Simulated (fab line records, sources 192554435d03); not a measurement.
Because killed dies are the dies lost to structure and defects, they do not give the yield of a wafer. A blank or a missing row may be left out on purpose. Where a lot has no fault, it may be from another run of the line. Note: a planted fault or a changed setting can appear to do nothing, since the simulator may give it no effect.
fab line records	flow n5Finfet
record lots=24	wafers=72	lastDay=18
route steps=1938 shown BEOL_M7@1286 BEOL_M8@1368
lots that met no fault: from a run of the same line without faults
startH: hours from the record's first day to the start of the lot's first wafer shown	waitH: hours elapsed since this lot's preceding step	" as in the row above	L1.1+2: a row that stands for several wafers	- either no value or no given start	* or withheld: withheld	< > ~ a bound
route shown NAME@n: a module of which the file shows steps, and the number in the route of the first	usual: the fault-free wafers' mean and standard deviation	same: alike in all rows	chamber/n: place in a boat	sites: the reading at each site	_std_site: how widely they spread, as a standard deviation	_edge_site: mean of outer sites minus mean of inner sites	radiusMm: how far each site lies from the wafer's centre	mask NAME#n: copy n	behind: the tool/chamber that last shaped the wafer	hold: cause of the lot's hold/its duration in hours/its outcome	device: the transistor (n, p or np) that didn't switch	end of line: the tests these same wafers got at the end of their route	where a step has no rows: the recipe by itself	killed: at the first sort, the dies lost to defects and structure; wafer yield is something else	map: the dies of a wafer, with x for killed, . for not killed, _ for no die there
set.NAME: the setting that was run; set.NAME@STEP: the one run at that earlier step	model.NAME: the simulator's own value behind a step, which no gauge read
one table for each step of the route and one row for each wafer, over a sample of lots
services: when a tool's chamber went out of use (startH, in hours from the record's first day, below 0 if earlier), for how many hours, and the reason
## steps
# step N5_BEOL_M7_CD_MEAS_18
# recipe pitchNm=80	targetCdNm=40
# usual cdNm=40.0/0.5
lot.wafer	tool	chamber	startH	waitH	cdNm
L074.1	cdSem-03	-	188.02	0.0	40.6
L074.2	"	-	"	"	40.4
L074.5	"	-	"	"	40.5
L075.1	cdSem-02	-	197.68	0.0	40.1
L075.2	"	-	"	"	39.9
L075.3	"	-	"	"	39.4
L076.3	cdSem-02	-	206.94	0.1	40.4
L076.4	"	-	"	"	40.2
L076.6	"	-	"	"	40.1
L077.4	cdSem-01	-	217.10	0.0	39.7
L077.5	"	-	"	"	40.0
L077.6	"	-	"	"	39.6
L079.2	cdSem-03	-	228.54	0.1	40.2
L079.4	"	-	"	"	40.0
L079.6	"	-	"	"	40.5
L080.1	cdSem-02	-	234.54	0.0	40.5
L080.4	"	-	"	"	40.6
L080.5	"	-	"	"	40.0
L078.4	cdSem-01	-	234.78	0.1	40.1
L078.5	"	-	"	"	40.4
L078.6	"	-	"	"	39.9
L081.3	cdSem-01	-	237.97	0.1	38.9
L081.5	"	-	"	"	40.1
L081.6	"	-	"	"	39.6
L082.1	cdSem-02	-	241.50	0.0	38.7
L082.3	"	-	"	"	40.2
L082.5	"	-	"	"	40.0
L085.1	cdSem-01	-	257.65	0.0	40.5
L085.2	"	-	"	"	40.2
L085.3	"	-	"	"	40.6
L084.1	cdSem-02	-	262.77	0.0	39.8
L084.3	"	-	"	"	39.5
L084.6	"	-	"	"	39.7
L083.2	cdSem-03	-	263.67	0.1	40.6
L083.5	"	-	"	"	40.5
L083.6	"	-	"	"	40.9
L087.2	cdSem-03	-	270.03	0.1	40.8
L087.3	"	-	"	"	40.1
L087.6	"	-	"	"	40.4
L086.3	cdSem-01	-	272.98	0.1	40.6
L086.4	"	-	"	"	40.1
L086.5	"	-	"	"	40.4
L088.2	cdSem-01	-	286.01	0.1	40.1
L088.4	"	-	"	"	39.4
L088.6	"	-	"	"	40.5
L090.1	cdSem-01	-	286.30	0.0	39.3
L090.2	"	-	"	"	39.7
L090.6	"	-	"	"	39.0
L091.1	cdSem-03	-	295.00	0.0	40.6
L091.4	"	-	"	"	40.2
L091.6	"	-	"	"	40.5
L089.2	cdSem-03	-	304.88	0.1	39.3
L089.3	"	-	"	"	40.0
L089.6	"	-	"	"	40.1
L092.3	cdSem-01	-	307.69	0.1	40.0
L092.4	"	-	"	"	39.7
L092.6	"	-	"	"	40.1
L093.1	cdSem-01	-	313.48	0.0	39.5
L093.3	"	-	"	"	40.3
L093.4	"	-	"	"	39.7
L094.1	cdSem-01	-	316.76	0.0	39.9
L094.5	"	-	"	"	39.9
L094.6	"	-	"	"	39.9
L095.2	cdSem-02	-	327.84	0.1	39.0
L095.5	"	-	"	"	39.7
L095.6	"	-	"	"	39.2
L096.1	cdSem-03	-	333.14	0.0	40.1
L096.2	"	-	"	"	39.6
L096.3	"	-	"	"	40.3
L097.1	cdSem-01	-	341.85	0.0	39.9
L097.2	"	-	"	"	39.3
L097.4	"	-	"	"	39.4
# step N5_BEOL_M7_RS_MEAS_57
# recipe thkMeasGauge=four-point-probe	reads=Cu_of_BEOL_M7_ECD_50+Co_of_BEOL_M7_CVD_78+TaN_of_BEOL_M7_ALD_77
# usual M7_RS=0.285/0.0061
lot.wafer	tool	chamber	startH	waitH	M7_RS[ohm/sq]
L074.1	filmMetro-02	-	192.86	0.1	0.293
L074.2	"	-	"	"	0.286
L074.5	"	-	"	"	0.278
L075.1	filmMetro-02	-	202.45	0.1	0.278
L075.2	"	-	"	"	0.275
L075.3	"	-	"	"	0.279
L076.3	filmMetro-01	-	213.10	0.1	0.290
L076.4	"	-	"	"	0.283
L076.6	"	-	"	"	0.290
L077.4	filmMetro-02	-	223.10	0.0	0.282
L077.5	"	-	"	"	0.293
L077.6	"	-	"	"	0.294
L079.2	filmMetro-01	-	235.48	0.1	0.282
L079.4	"	-	"	"	0.283
L079.6	"	-	"	"	0.289
L080.1	filmMetro-01	-	238.75	0.1	0.286
L080.4	"	-	"	"	0.286
L080.5	"	-	"	"	0.288
L078.4	filmMetro-02	-	239.02	0.0	0.285
L078.5	"	-	"	"	0.288
L078.6	"	-	"	"	0.284
L081.3	filmMetro-02	-	243.11	0.1	0.279
L081.5	"	-	"	"	0.286
L081.6	"	-	"	"	0.280
L082.1	filmMetro-02	-	248.47	0.1	0.287
L082.3	"	-	"	"	0.287
L082.5	"	-	"	"	0.287
L085.1	filmMetro-02	-	262.27	0.1	0.287
L085.2	"	-	"	"	0.283
L085.3	"	-	"	"	0.296
L083.2	filmMetro-01	-	268.79	0.1	0.276
L083.5	"	-	"	"	0.296
L083.6	"	-	"	"	0.285
L084.1	filmMetro-01	-	269.27	0.1	0.274
L084.3	"	-	"	"	0.286
L084.6	"	-	"	"	0.280
L087.2	filmMetro-01	-	274.51	0.1	0.284
L087.3	"	-	"	"	0.282
L087.6	"	-	"	"	0.290
L086.3	filmMetro-02	-	276.95	0.1	0.295
L086.4	"	-	"	"	0.285
L086.5	"	-	"	"	0.292
L090.1	filmMetro-01	-	292.53	0.1	0.294
L090.2	"	-	"	"	0.283
L090.6	"	-	"	"	0.284
L088.2	filmMetro-02	-	293.98	0.1	0.283
L088.4	"	-	"	"	0.286
L088.6	"	-	"	"	0.278
L091.1	filmMetro-01	-	299.84	0.1	0.303
L091.4	"	-	"	"	0.285
L091.6	"	-	"	"	0.296
L089.2	filmMetro-01	-	310.22	0.1	0.287
L089.3	"	-	"	"	0.294
L089.6	"	-	"	"	0.295
L092.3	filmMetro-01	-	312.52	0.1	0.283
L092.4	"	-	"	"	0.281
L092.6	"	-	"	"	0.284
L093.1	filmMetro-02	-	316.89	0.1	0.279
L093.3	"	-	"	"	0.284
L093.4	"	-	"	"	0.289
L094.1	filmMetro-01	-	324.32	0.1	0.285
L094.5	"	-	"	"	0.283
L094.6	"	-	"	"	0.286
L095.2	filmMetro-01	-	333.75	0.1	0.282
L095.5	"	-	"	"	0.270
L095.6	"	-	"	"	0.282
L096.1	filmMetro-01	-	338.66	0.1	0.287
L096.2	"	-	"	"	0.285
L096.3	"	-	"	"	0.290
L097.1	filmMetro-02	-	346.23	0.1	0.276
L097.2	"	-	"	"	0.274
L097.4	"	-	"	"	0.280
# step N5_BEOL_M8_DESCUM_33
# recipe chemistry=O2	timeS=7	sourcePowerW=50	biasPowerW=20	pressureMtorr=20	rfFrequencyHz=2.712e+07	tempC=40	resist=CAR-EUV	o2FlowSccm=225
# usual drypumpMotorCurrentA=5.8/0.44	oesProductAu=0.77/0.09	rfVppV=242.5/0.96	showerheadPlenumPTorr=2.05/0.031	throttleValvePct=20.44/0.24
lot.wafer	tool	chamber	startH	waitH	drypumpMotorCurrentA	oesProductAu	rfHoursCounterH	rfVppV	showerheadPlenumPTorr	throttleValvePct
L074.1	rieDiel-02	1	197.30	0.2	6.1	0.71	168	241.5	2.09	20.29
L074.2	"	3	"	"	6.0	0.76	124	242.4	2.10	20.33
L074.5	"	1	"	"	6.1	0.72	-	243.8	2.09	20.28
L075.1	rieDiel-05	1	206.20	0.0	6.0	1.01	0	244.2	2.06	20.10
L075.2	"	3	"	"	5.7	0.69	227	242.8	2.07	20.87
L075.3	"	0	"	"	5.0	0.67	245	244.1	2.07	20.47
L076.3	rieDiel-02	2	220.34	0.0	6.0	0.72	185	242.8	2.07	20.81
L076.4	"	3	"	"	6.1	0.75	131	242.8	2.10	20.33
L076.6	"	1	"	"	6.1	0.70	-	243.9	2.09	20.30
L077.4	rieDiel-05	3	231.04	0.0	5.7	0.69	-	240.9	2.06	20.88
L077.5	"	1	"	"	6.0	0.94	-	243.1	2.06	20.10
L077.6	"	2	"	"	5.1	0.71	-	240.1	1.99	20.55
L079.2	rieDiel-01	0	239.63	0.1	6.5	0.85	66	242.3	2.04	20.04
L079.4	"	2	"	"	5.7	0.91	-	241.1	2.04	20.44
L079.6	"	0	"	"	6.5	0.84	-	241.7	2.04	20.06
L080.1	rieDiel-02	2	243.29	0.0	6.0	0.72	192	242.1	2.07	20.83
L080.4	"	3	"	"	6.1	0.75	138	243.8	2.10	20.35
L080.5	"	0	"	"	5.7	0.76	-	240.7	2.02	20.50
L078.4	rieDiel-01	0	243.35	0.0	6.5	0.84	-	242.3	2.04	20.06
L078.5	"	3	"	"	4.8	0.71	-	242.3	2.06	20.61
L078.6	"	2	"	"	5.7	0.90	-	243.4	2.04	20.45
L081.3	rieDiel-05	1	246.71	0.0	6.0	0.92	18	243.3	2.05	20.13
L081.5	"	1	"	"	6.0	0.91	-	242.2	2.05	20.14
L081.6	"	2	"	"	5.2	0.71	-	243.2	1.99	20.56
L082.1	rieDiel-05	3	255.55	0.0	5.7	0.68	246	243.6	2.06	20.89
L082.3	"	1	"	"	6.0	0.91	20	242.8	2.05	20.15
L082.5	"	2	"	"	5.2	0.69	-	241.3	1.98	20.56
L085.1	rieDiel-02	1	267.67	0.5	6.1	0.69	192	241.7	2.08	20.31
L085.2	"	0	"	"	5.7	0.76	141	240.6	2.02	20.51
L085.3	"	2	"	"	5.9	0.71	201	241.9	2.07	20.83
L084.1	rieDiel-02	1	274.76	0.2	6.1	0.69	195	242.1	2.08	20.30
L084.3	"	0	"	"	5.6	0.75	144	242.2	2.01	20.52
L084.6	"	0	"	"	5.6	0.76	-	241.6	2.01	20.52
L083.2	rieDiel-01	2	275.26	0.4	5.7	0.87	47	244.0	2.04	20.48
L083.5	"	2	"	"	5.7	0.89	-	241.7	2.04	20.47
L083.6	"	3	"	"	4.8	0.70	-	242.7	2.06	20.62
L087.2	rieDiel-02	3	278.69	0.3	6.1	0.74	152	243.6	2.09	20.36
L087.3	"	1	"	"	6.1	0.69	197	241.9	2.08	20.32
L087.6	"	0	"	"	5.6	0.75	-	239.6	2.01	20.53
L086.3	rieDiel-02	0	281.92	0.5	5.6	0.76	147	242.0	2.01	20.52
L086.4	"	2	"	"	6.0	0.71	208	242.5	2.06	20.83
L086.5	"	1	"	"	6.1	0.71	-	244.4	2.08	20.33
L090.1	rieDiel-02	1	296.74	0.1	6.1	0.69	203	242.2	2.08	20.32
L090.2	"	2	"	"	5.9	0.70	213	242.7	2.06	20.86
L090.6	"	2	"	"	6.0	0.70	-	242.9	2.06	20.86
L088.2	rieDiel-05	1	302.58	0.0	6.0	0.88	35	242.2	2.05	20.15
L088.4	"	1	"	"	5.9	0.87	-	242.9	2.05	20.17
L088.6	"	0	"	"	5.1	0.92	-	241.9	2.06	20.14
L091.1	rieDiel-02	2	304.61	0.0	6.0	0.70	215	243.4	2.06	20.86
L091.4	"	0	"	"	5.6	0.74	154	241.3	2.01	20.55
L091.6	"	2	"	"	6.0	0.70	-	242.5	2.06	20.85
L089.2	rieDiel-01	2	314.97	1.1	5.7	0.85	64	241.9	2.03	20.51
L089.3	"	1	"	"	5.7	0.93	23	243.0	2.05	20.24
L089.6	"	1	"	"	5.7	0.93	-	242.5	2.05	20.26
L092.3	rieDiel-02	1	319.69	0.1	6.1	0.69	212	241.4	2.08	20.35
L092.4	"	0	"	"	5.6	0.74	161	241.4	2.01	20.54
L092.6	"	1	"	"	6.1	0.68	-	241.3	2.08	20.34
L093.1	rieDiel-01	1	322.77	0.3	5.8	0.91	27	243.5	2.05	20.24
L093.3	"	0	"	"	6.5	0.79	102	243.9	2.03	20.08
L093.4	"	0	"	"	6.5	0.80	-	242.7	2.03	20.10
L094.1	rieDiel-05	0	328.19	0.0	5.1	0.91	29	241.7	2.06	20.16
L094.5	"	2	"	"	5.2	0.69	-	240.6	1.98	20.58
L094.6	"	0	"	"	5.1	0.90	-	241.9	2.06	20.18
L095.2	rieDiel-02	2	340.49	0.3	5.9	0.70	228	242.9	2.06	20.88
L095.5	"	2	"	"	5.9	0.70	-	241.2	2.06	20.87
L095.6	"	3	"	"	6.1	0.72	-	244.0	2.09	20.41
L096.1	rieDiel-02	0	342.69	0.4	5.6	0.73	168	241.2	2.01	20.57
L096.2	"	2	"	"	6.0	0.69	229	242.6	2.06	20.88
L096.3	"	3	"	"	6.1	0.71	174	243.9	2.09	20.41
L097.1	rieDiel-01	3	352.13	0.0	4.8	0.96	2	242.3	2.05	20.30
L097.2	"	0	"	"	6.5	0.79	115	240.9	2.02	20.13
L097.4	"	2	"	"	5.7	0.84	82	242.9	2.03	20.54
# step N5_BEOL_M8_STRIP_36
# recipe chemistry=N2/H2	powerW=450	tempC=40	pressureMtorr=20	rfFrequencyHz=6e+07	overashFraction=0.3	biasPowerW=7	h2Frac=0.5	n2FlowSccm=200	h2FlowSccm=200
# usual drypumpMotorCurrentA=5.8/0.44	oesProductAu=0.77/0.09	rfVppV=59.2/1.4	showerheadPlenumPTorr=2.49/0.039	throttleValvePct=23.59/0.28
lot.wafer	tool	chamber	startH	waitH	drypumpMotorCurrentA	oesProductAu	rfHoursCounterH	rfVppV	showerheadPlenumPTorr	throttleValvePct
L074.1	rieDiel-02	1	197.54	0.0	6.1	0.72	168	57.2	2.54	23.50
L074.2	"	3	"	"	6.1	0.75	124	59.2	2.55	23.48
L074.5	"	1	"	"	6.1	0.71	-	58.6	2.54	23.50
L075.1	rieDiel-05	1	206.43	0.0	6.0	0.99	0	59.8	2.49	23.16
L075.2	"	3	"	"	5.7	0.71	227	59.9	2.50	23.95
L075.3	"	0	"	"	5.1	0.67	245	58.7	2.50	23.59
L076.3	rieDiel-02	2	220.57	0.0	6.0	0.73	185	60.0	2.53	24.06
L076.4	"	3	"	"	6.1	0.75	131	59.7	2.55	23.47
L076.6	"	1	"	"	6.1	0.71	-	58.5	2.54	23.52
L077.4	rieDiel-05	3	231.27	0.0	5.8	0.70	-	58.4	2.50	23.96
L077.5	"	1	"	"	6.0	0.94	-	59.8	2.48	23.14
L077.6	"	2	"	"	5.1	0.71	-	58.6	2.42	23.78
L079.2	rieDiel-01	0	239.86	0.0	6.5	0.84	66	58.1	2.48	23.19
L079.4	"	2	"	"	5.7	0.91	-	56.2	2.49	23.51
L079.6	"	0	"	"	6.5	0.85	-	58.8	2.48	23.17
L080.1	rieDiel-02	2	243.52	0.0	5.9	0.73	192	55.2	2.53	24.08
L080.4	"	3	"	"	6.0	0.74	138	61.6	2.55	23.43
L080.5	"	0	"	"	5.6	0.77	-	56.7	2.44	23.55
L078.4	rieDiel-01	0	243.58	0.0	6.5	0.85	-	61.3	2.48	23.20
L078.5	"	3	"	"	4.8	0.70	-	60.4	2.51	23.99
L078.6	"	2	"	"	5.7	0.89	-	56.9	2.48	23.52
L081.3	rieDiel-05	1	246.94	0.0	6.0	0.91	18	60.3	2.48	23.16
L081.5	"	1	"	"	6.0	0.91	-	58.9	2.48	23.14
L081.6	"	2	"	"	5.1	0.70	-	58.9	2.42	23.79
L082.1	rieDiel-05	3	255.79	0.0	5.8	0.68	246	58.6	2.49	23.98
L082.3	"	1	"	"	6.0	0.91	20	57.7	2.48	23.17
L082.5	"	2	"	"	5.2	0.71	-	60.5	2.42	23.77
L085.1	rieDiel-02	1	267.90	0.0	6.1	0.70	192	57.8	2.53	23.56
L085.2	"	0	"	"	5.6	0.75	141	59.0	2.44	23.52
L085.3	"	2	"	"	5.9	0.71	201	59.9	2.52	24.11
L084.1	rieDiel-02	1	274.99	0.0	6.1	0.70	195	57.5	2.53	23.56
L084.3	"	0	"	"	5.6	0.74	144	58.9	2.43	23.55
L084.6	"	0	"	"	5.6	0.76	-	58.6	2.43	23.56
L083.2	rieDiel-01	2	275.49	0.0	5.7	0.88	47	57.3	2.48	23.55
L083.5	"	2	"	"	5.7	0.89	-	56.2	2.48	23.59
L083.6	"	3	"	"	4.8	0.69	-	60.4	2.50	24.00
L087.2	rieDiel-02	3	278.92	0.0	6.1	0.73	152	60.6	2.54	23.49
L087.3	"	1	"	"	6.1	0.68	197	59.6	2.53	23.55
L087.6	"	0	"	"	5.6	0.75	-	61.1	2.43	23.56
L086.3	rieDiel-02	0	282.15	0.0	5.6	0.76	147	58.2	2.43	23.58
L086.4	"	2	"	"	5.9	0.70	209	60.0	2.52	24.09
L086.5	"	1	"	"	6.1	0.69	-	57.3	2.53	23.55
L090.1	rieDiel-02	1	296.97	0.0	6.1	0.69	203	60.7	2.53	23.54
L090.2	"	2	"	"	6.0	0.71	213	60.4	2.52	24.13
L090.6	"	2	"	"	5.9	0.71	-	60.8	2.51	24.11
L088.2	rieDiel-05	1	302.81	0.0	6.0	0.91	35	61.1	2.47	23.18
L088.4	"	1	"	"	6.0	0.89	-	61.8	2.47	23.20
L088.6	"	0	"	"	5.1	0.93	-	60.9	2.49	23.30
L091.1	rieDiel-02	2	304.84	0.0	6.0	0.70	215	56.8	2.51	24.13
L091.4	"	0	"	"	5.6	0.75	154	58.5	2.43	23.58
L091.6	"	2	"	"	6.0	0.70	-	57.7	2.51	24.13
L089.2	rieDiel-01	2	315.21	0.0	5.7	0.85	65	57.8	2.47	23.55
L089.3	"	1	"	"	5.8	0.91	23	60.1	2.48	23.50
L089.6	"	1	"	"	5.7	0.92	-	59.6	2.48	23.50
L092.3	rieDiel-02	1	319.92	0.0	6.1	0.68	212	57.1	2.52	23.57
L092.4	"	0	"	"	5.7	0.74	161	61.4	2.43	23.59
L092.6	"	1	"	"	6.1	0.68	-	57.5	2.52	23.55
L093.1	rieDiel-01	1	323.00	0.0	5.7	0.90	27	61.0	2.48	23.50
L093.3	"	0	"	"	6.5	0.80	102	57.9	2.46	23.23
L093.4	"	0	"	"	6.5	0.80	-	58.0	2.46	23.23
L094.1	rieDiel-05	0	328.42	0.0	5.1	0.90	29	60.7	2.49	23.33
L094.5	"	2	"	"	5.1	0.67	-	58.7	2.41	23.83
L094.6	"	0	"	"	5.1	0.90	-	58.1	2.49	23.33
L095.2	rieDiel-02	2	340.72	0.0	5.9	0.70	228	57.6	2.51	24.14
L095.5	"	2	"	"	6.0	0.68	-	58.1	2.51	24.12
L095.6	"	3	"	"	6.1	0.73	-	60.3	2.53	23.53
L096.1	rieDiel-02	0	342.92	0.0	5.6	0.74	168	58.8	2.42	23.58
L096.2	"	2	"	"	5.9	0.70	229	59.2	2.51	24.15
L096.3	"	3	"	"	6.1	0.71	174	57.0	2.53	23.52
L097.1	rieDiel-01	3	352.36	0.0	4.8	0.95	2	58.7	2.49	23.70
L097.2	"	0	"	"	6.6	0.79	115	61.0	2.46	23.24
L097.4	"	2	"	"	5.7	0.82	82	60.5	2.46	23.58
# step N5_BEOL_M8_ETCH_41
# recipe chemistry=CH3F/O2	target=SiCN	targetDepthA=319	taperDeg=2	timeS=57.8	ionEnergyEv=120	maskMaterial=TiN	pressureMtorr=30	sourceW=395	biasW=75	Ar_flow_sccm=150	CH3F_flow_sccm=30	O2_flow_sccm=20
# usual drypumpMotorCurrentA=5.8/0.44	oesProductAu=0.77/0.09	rfVppV=296.5/1	showerheadPlenumPTorr=1.96/0.031	throttleValvePct=16.34/0.27
lot.wafer	tool	chamber	startH	waitH	drypumpMotorCurrentA	oesProductAu	rfHoursCounterH	rfVppV	showerheadPlenumPTorr	throttleValvePct
L074.1	rieDiel-02	1	-	-	6.1	0.72	169	297.3	2.00	16.18
L074.2	"	3	"	"	6.0	0.77	124	297.0	2.01	16.26
L074.5	"	1	"	"	6.1	0.72	-	297.4	2.00	16.17
L075.1	rieDiel-05	1	-	-	6.0	0.98	0	295.7	1.97	15.94
L075.2	"	3	"	"	5.7	0.69	227	297.3	1.97	16.77
L075.3	"	0	"	"	5.1	0.67	245	296.6	1.97	16.36
L076.3	rieDiel-02	2	-	-	6.0	0.72	185	297.6	1.99	16.78
L076.4	"	3	"	"	6.1	0.76	131	298.0	2.01	16.28
L076.6	"	1	"	"	6.1	0.72	-	297.4	1.99	16.19
L077.4	rieDiel-05	3	-	-	5.7	0.69	-	296.9	1.97	16.79
L077.5	"	1	"	"	6.0	0.93	-	297.3	1.96	15.96
L077.6	"	2	"	"	5.2	0.70	-	295.6	1.90	16.44
L079.2	rieDiel-01	0	-	-	6.6	0.83	67	295.2	1.95	15.95
L079.4	"	2	"	"	5.7	0.91	-	297.3	1.96	16.33
L079.6	"	0	"	"	6.5	0.83	-	296.2	1.95	15.94
L080.1	rieDiel-02	2	-	-	5.9	0.71	192	297.6	1.99	16.78
L080.4	"	3	"	"	6.1	0.76	139	296.1	2.01	16.28
L080.5	"	0	"	"	5.7	0.77	-	295.8	1.93	16.37
L078.4	rieDiel-01	0	-	-	6.5	0.84	-	295.7	1.95	15.95
L078.5	"	3	"	"	4.8	0.71	-	297.8	1.98	16.59
L078.6	"	2	"	"	5.7	0.90	-	295.4	1.96	16.33
L081.3	rieDiel-05	1	-	-	6.0	0.92	18	297.6	1.96	15.96
L081.5	"	1	"	"	6.0	0.91	-	296.3	1.96	15.98
L081.6	"	2	"	"	5.1	0.70	-	295.6	1.90	16.44
L082.1	rieDiel-05	3	-	-	5.8	0.68	246	296.9	1.97	16.82
L082.3	"	1	"	"	6.0	0.92	20	297.3	1.96	16.00
L082.5	"	2	"	"	5.1	0.69	-	296.6	1.90	16.47
L085.1	rieDiel-02	1	-	-	6.1	0.70	192	297.1	1.99	16.22
L085.2	"	0	"	"	5.6	0.76	141	295.6	1.92	16.38
L085.3	"	2	"	"	6.0	0.71	201	295.8	1.99	16.81
L084.1	rieDiel-02	1	-	-	6.0	0.70	195	297.2	1.99	16.23
L084.3	"	0	"	"	5.6	0.76	144	296.1	1.92	16.39
L084.6	"	0	"	"	5.6	0.75	-	296.3	1.92	16.40
L083.2	rieDiel-01	2	-	-	5.7	0.89	47	295.0	1.95	16.38
L083.5	"	2	"	"	5.7	0.88	-	297.5	1.95	16.36
L083.6	"	3	"	"	4.8	0.70	-	298.7	1.97	16.61
L087.2	rieDiel-02	3	-	-	6.1	0.74	152	296.9	2.00	16.32
L087.3	"	1	"	"	6.1	0.70	197	297.0	1.99	16.24
L087.6	"	0	"	"	5.6	0.76	-	296.8	1.92	16.39
L086.3	rieDiel-02	0	-	-	5.6	0.76	147	294.3	1.92	16.41
L086.4	"	2	"	"	6.0	0.71	209	296.5	1.99	16.84
L086.5	"	1	"	"	6.1	0.70	-	296.9	1.99	16.24
L090.1	rieDiel-02	1	-	-	6.1	0.69	203	297.2	1.98	16.23
L090.2	"	2	"	"	5.9	0.70	213	296.3	1.98	16.82
L090.6	"	2	"	"	6.0	0.70	-	296.9	1.98	16.84
L088.2	rieDiel-05	1	-	-	6.0	0.89	35	295.1	1.96	16.01
L088.4	"	1	"	"	6.0	0.89	-	297.0	1.96	16.00
L088.6	"	0	"	"	5.1	0.91	-	296.1	1.96	15.92
L091.1	rieDiel-02	2	-	-	5.9	0.70	215	297.7	1.98	16.86
L091.4	"	0	"	"	5.6	0.74	154	296.6	1.92	16.41
L091.6	"	2	"	"	5.9	0.70	-	296.5	1.98	16.86
L089.2	rieDiel-01	2	-	-	5.7	0.86	65	296.2	1.95	16.42
L089.3	"	1	"	"	5.7	0.93	23	298.5	1.95	16.04
L089.6	"	1	"	"	5.7	0.92	-	296.5	1.95	16.03
L092.3	rieDiel-02	1	-	-	6.1	0.69	212	297.0	1.98	16.26
L092.4	"	0	"	"	5.6	0.74	161	295.5	1.92	16.41
L092.6	"	1	"	"	6.1	0.68	-	296.8	1.98	16.27
L093.1	rieDiel-01	1	-	-	5.7	0.91	27	296.3	1.95	16.04
L093.3	"	0	"	"	6.5	0.80	102	295.2	1.94	16.01
L093.4	"	0	"	"	6.5	0.81	-	294.6	1.94	15.99
L094.1	rieDiel-05	0	-	-	5.1	0.89	29	295.6	1.96	15.96
L094.5	"	2	"	"	5.1	0.68	-	295.0	1.89	16.53
L094.6	"	0	"	"	5.1	0.90	-	296.8	1.96	15.95
L095.2	rieDiel-02	2	-	-	6.0	0.69	228	296.6	1.98	16.88
L095.5	"	2	"	"	6.0	0.69	-	296.2	1.98	16.86
L095.6	"	3	"	"	6.1	0.73	-	299.3	2.00	16.35
L096.1	rieDiel-02	0	-	-	5.6	0.74	168	296.2	1.92	16.45
L096.2	"	2	"	"	6.0	0.69	229	296.3	1.98	16.87
L096.3	"	3	"	"	6.1	0.72	174	297.7	2.00	16.35
L097.1	rieDiel-01	3	-	-	4.8	0.95	2	297.7	1.97	16.17
L097.2	"	0	"	"	6.5	0.80	115	294.6	1.93	16.04
L097.4	"	2	"	"	5.7	0.84	82	295.2	1.94	16.44
# step N5_BEOL_M8_DEGAS_44
# recipe ambient=vacuum	tempC=250	timeS=60
# usual heaterPowerW=337/41
lot.wafer	tool	chamber	startH	waitH	heaterPowerW
L074.1	pvdSputter-01	-	198.54	0.6	251
L074.2	"	-	"	"	376
L074.5	"	-	"	"	376
L075.1	pvdSputter-01	-	207.55	0.6	354
L075.2	"	-	"	"	343
L075.3	"	-	"	"	375
L076.3	pvdSputter-01	-	221.29	0.2	352
L076.4	"	-	"	"	248
L076.6	"	-	"	"	341
L077.4	pvdSputter-03	-	233.10	1.3	335
L077.5	"	-	"	"	294
L077.6	"	-	"	"	370
L079.2	pvdSputter-01	-	240.69	0.3	250
L079.4	"	-	"	"	378
L079.6	"	-	"	"	338
L080.1	pvdSputter-03	-	244.27	0.3	359
L080.4	"	-	"	"	333
L080.5	"	-	"	"	379
L078.4	pvdSputter-03	-	244.35	0.2	333
L078.5	"	-	"	"	373
L078.6	"	-	"	"	341
L081.3	pvdSputter-01	-	247.71	0.2	244
L081.5	"	-	"	"	352
L081.6	"	-	"	"	347
L082.1	pvdSputter-03	-	256.80	0.5	368
L082.3	"	-	"	"	296
L082.5	"	-	"	"	368
L085.1	pvdSputter-03	-	268.68	0.3	370
L085.2	"	-	"	"	296
L085.3	"	-	"	"	333
L084.1	pvdSputter-01	-	275.75	0.3	378
L084.3	"	-	"	"	246
L084.6	"	-	"	"	350
L083.2	pvdSputter-03	-	276.30	0.3	344
L083.5	"	-	"	"	370
L083.6	"	-	"	"	372
L087.2	pvdSputter-01	-	279.69	0.3	247
L087.3	"	-	"	"	376
L087.6	"	-	"	"	349
L086.3	pvdSputter-03	-	282.91	0.2	302
L086.4	"	-	"	"	364
L086.5	"	-	"	"	337
L090.1	pvdSputter-03	-	297.70	0.3	331
L090.2	"	-	"	"	306
L090.6	"	-	"	"	344
L088.2	pvdSputter-01	-	304.16	0.8	347
L088.4	"	-	"	"	350
L088.6	"	-	"	"	246
L091.1	pvdSputter-02	-	306.50	1.2	348
L091.4	"	-	"	"	303
L091.6	"	-	"	"	298
L089.2	pvdSputter-01	-	316.26	0.5	366
L089.3	"	-	"	"	349
L089.6	"	-	"	"	352
L092.3	pvdSputter-01	-	320.92	0.2	248
L092.4	"	-	"	"	386
L092.6	"	-	"	"	336
L093.1	pvdSputter-03	-	323.71	0.3	337
L093.3	"	-	"	"	301
L093.4	"	-	"	"	294
L094.1	pvdSputter-03	-	329.63	0.7	303
L094.5	"	-	"	"	301
L094.6	"	-	"	"	347
L095.2	pvdSputter-01	-	342.09	0.8	246
L095.5	"	-	"	"	243
L095.6	"	-	"	"	389
L096.1	pvdSputter-02	-	344.23	0.9	304
L096.2	"	-	"	"	354
L096.3	"	-	"	"	371
L097.1	pvdSputter-01	-	353.09	0.3	376
L097.2	"	-	"	"	351
L097.4	"	-	"	"	350
## services
tool	chamber	startH	hours	kind
rieDiel-05	1	184.07	-	clean
rieDiel-05	1	184.07	-	consumableReplace:focusRing
rieDiel-05	1	184.07	21.9	scheduledDown
rieDiel-05	1	184.07	21.9	ventCycle
rieDiel-01	0	205.00	10.7	repair
rieDiel-05	3	217.36	2.8	repair
rieDiel-05	0	221.67	-	clean
rieDiel-05	0	221.67	-	consumableReplace:focusRing
rieDiel-05	0	221.67	19.9	scheduledDown
rieDiel-05	0	221.67	19.9	ventCycle
rieDiel-01	1	226.12	7.0	repair
rieDiel-01	1	233.20	-	clean
rieDiel-01	1	233.20	-	consumableReplace:focusRing
rieDiel-01	1	233.20	23.2	scheduledDown
rieDiel-01	1	233.20	23.2	ventCycle
rieDiel-05	3	265.74	-	clean
rieDiel-05	3	265.74	-	consumableReplace:focusRing
rieDiel-05	3	265.74	15.5	scheduledDown
rieDiel-05	-	271.96	10.0	pm
rieDiel-05	3	292.57	28.2	repair
rieDiel-05	-	311.93	2.8	pm
pvdSputter-03	-	316.18	2.9	repair
rieDiel-05	3	321.20	7.7	repair
rieDiel-01	3	343.36	5.8	repair
## key
fault none
